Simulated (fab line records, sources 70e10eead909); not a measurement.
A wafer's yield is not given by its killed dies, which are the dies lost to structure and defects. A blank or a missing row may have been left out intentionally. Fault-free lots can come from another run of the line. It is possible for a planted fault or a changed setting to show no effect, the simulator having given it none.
Which tool was responsible? | flow nand-harc | Sampling: 12 lots, 36 wafers, 4 of 1159 route steps

WHAT THE GAUGES SHOWED, per wafer
NHARC_A_BONDPAD_CD_MEAS_09: target cd 500 nm.
lot  | measured     | on        | cd-nm (nm)
L074 | day 18 09:14 | cd-sem-03 | 498.4 497.9 501.3
L077 | day 18 13:54 | cd-sem-01 | 503.9 504.0 505.6
L080 | day 19 03:44 | cd-sem-03 | 503.2 503.8 505.0
L081 | day 19 07:15 | cd-sem-01 | 497.7 501.0 497.3
L083 | day 20 03:28 | cd-sem-03 | 499.5 499.4 503.1
L087 | day 20 16:35 | cd-sem-01 | 498.4 498.0 497.1
L086 | day 21 07:52 | cd-sem-03 | 501.8 501.2 500.9
L085 | day 21 10:44 | cd-sem-03 | 502.6 500.7 501.6
L091 | day 22 12:10 | cd-sem-03 | 500.7 498.6 498.0
L093 | day 22 17:12 | cd-sem-01 | 498.0 499.3 500.3
L095 | day 23 05:39 | cd-sem-03 | 503.5 500.2 499.7
L094 | day 23 21:13 | cd-sem-03 | 501.7 498.3 498.9

TOOL THAT RAN EACH LOT (tool first, then ch and the chambers of the sampled wafers, then the start)
lot  | NHARC_A_M0_ETCH_34                 | NHARC_A_M1_ETCH_35                 | NHARC_A_M1_PVD_20
L074 | rie-diel-04 ch 0,1,2, day 18 00:20 | rie-diel-01 ch 0,1,3, day 18 04:41 | pvd-sputter-01, day 18 09:14 or earlier
L077 | rie-diel-09 ch 0,2,3, day 18 05:07 | rie-diel-12 ch 0,1,3, day 18 09:14 | pvd-sputter-01, day 18 13:54 or earlier
L080 | rie-diel-10 ch 0,2, day 18 18:40   | rie-diel-01 ch 0,2,3, day 18 22:53 | pvd-sputter-03, day 19 03:44 or earlier
L081 | rie-diel-10 ch 0,1,3, day 18 22:43 | rie-diel-01 ch 1,2,3, day 19 02:47 | pvd-sputter-01, day 19 07:15 or earlier
L083 | rie-diel-04 ch 0,2,3, day 19 19:07 | rie-diel-12 ch 0,1,3, day 19 23:12 | pvd-sputter-01, day 20 03:28 or earlier
L087 | rie-diel-09 ch 0,1,2, day 20 08:08 | rie-diel-01 ch 0,1,3, day 20 12:11 | pvd-sputter-01, day 20 16:35 or earlier
L086 | rie-diel-04 ch 0,2,3, day 20 23:31 | rie-diel-01 ch 0,3, day 21 03:26   | pvd-sputter-02, day 21 07:52 or earlier
L085 | rie-diel-10 ch 1,2, day 21 01:14   | rie-diel-01 ch 0,3, day 21 06:14   | pvd-sputter-03, day 21 10:44 or earlier
L091 | rie-diel-04 ch 1,2, day 21 23:31   | rie-diel-08 ch 0,2, day 22 03:50   | pvd-sputter-03, day 22 12:10 or earlier
L093 | rie-diel-09 ch 0,2,3, day 22 08:30 | rie-diel-08 ch 0,1,3, day 22 12:37 | pvd-sputter-03, day 22 17:12 or earlier
L095 | rie-diel-09 ch 0,1,2, day 22 21:01 | rie-diel-12 ch 0,2,3, day 23 01:07 | pvd-sputter-03, day 23 05:39 or earlier
L094 | rie-diel-04 ch 0,1,2, day 23 12:53 | rie-diel-01 ch 1,2,3, day 23 16:47 | pvd-sputter-02, day 23 21:13 or earlier
- NHARC_A_M0_ETCH_34: etches the open film in N2/H2, target depth 40 nm, overetch 12 nm, time 43.94 s.
- NHARC_A_M1_ETCH_35: etches the open film in N2/H2, target depth 40 nm, overetch 12 nm, time 43.94 s.
- NHARC_A_M1_PVD_20: deposits TaN, target thk 5 nm, time 8.06 s.

THE ANSWER, worked out from the rows above alone
Rule: what is usual is taken from the lots themselves. Put in order of their means at a reading, lots are off if they are a third of the lots or fewer, leave a main group of 4 or more, and stand apart from it by a gap of 3 or more times the standard deviation of the main group's means; of several such gaps the widest counts. A main group is skipped when, at the precision printed for the reading in the tables above, its means are all equal. Also off: a lot with no number at a reading for which 4 or more lots have one. Where the step has rows for the other lots, those lots are counted as sound.
Nothing can be told from this: no lot is off at any reading shown.

WHAT THE SIMULATOR HAD PUT IN
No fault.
